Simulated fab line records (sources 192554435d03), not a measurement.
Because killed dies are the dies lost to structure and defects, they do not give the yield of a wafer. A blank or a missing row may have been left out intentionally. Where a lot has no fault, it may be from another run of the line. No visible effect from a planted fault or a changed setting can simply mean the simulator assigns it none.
2 desks looking at one fault -- flow n5Finfet -- each desk has only its own numbers; what lay behind them comes last

THE METROLOGY DESK
Means of the sampled wafers that have a number, per lot and without regard to the tool the lot ran on: this is what the gauges read. If a lot's mean is further than 4 standard deviations from the usual mean, the lot is out of limits and carries the mark OUT (the distance appears in the brackets).
Columns: A = M14_THK at N5_BEOL_M14_THK_MEAS_50, usual 575 nm; B = M14_RS at N5_BEOL_M14_RS_MEAS_54, usual 0.0330 ohm/sq
lot,first seen here,A,B
L324,day 12 04:02,576,0.0334
L326,day 13 10:52,571,0.0331
L327,day 13 23:11,550,0.0344
L328,day 14 02:10,560,0.0336
L329,day 14 02:26,584,0.0324
L338,day 16 04:40,589,0.0323
L340,day 16 17:13,600,0.0320
This desk's verdict: no lot among the 7 shows anything out of limits.

AT THE TOOL OWNER'S DESK: pecvd-01
The tool's own readings at N5_BEOL_M14_DEP_53 (deposits SiCN from 3MS/NH3, target thk 50 nm, time 17.8 s): means of the sampled wafers that have a number, for each lot that ran on this tool. If a lot's mean is further than 4 standard deviations from the usual mean, the lot is out of limits and carries the mark OUT (the distance appears in the brackets).
Columns: A = showerheadPlenumPTorr at N5_BEOL_M14_DEP_53, usual 4.155 Torr; B = throttleValvePct at N5_BEOL_M14_DEP_53, usual 17.9 %
lot,first seen here,A,B
L324,day 12 04:09,4.153,17.6
L327,day 13 23:14,4.166,17.7
L328,day 14 02:14,4.166,17.7
L329,day 14 02:30,4.164,17.8
This desk's verdict: no lot among the 4 shows anything out of limits.

PUT TOGETHER
The metrology desk saw nothing out of limits.
Nothing out of limits was seen by the tool owner's desk.

WHAT HAD BEEN PUT IN BY THE SIMULATOR
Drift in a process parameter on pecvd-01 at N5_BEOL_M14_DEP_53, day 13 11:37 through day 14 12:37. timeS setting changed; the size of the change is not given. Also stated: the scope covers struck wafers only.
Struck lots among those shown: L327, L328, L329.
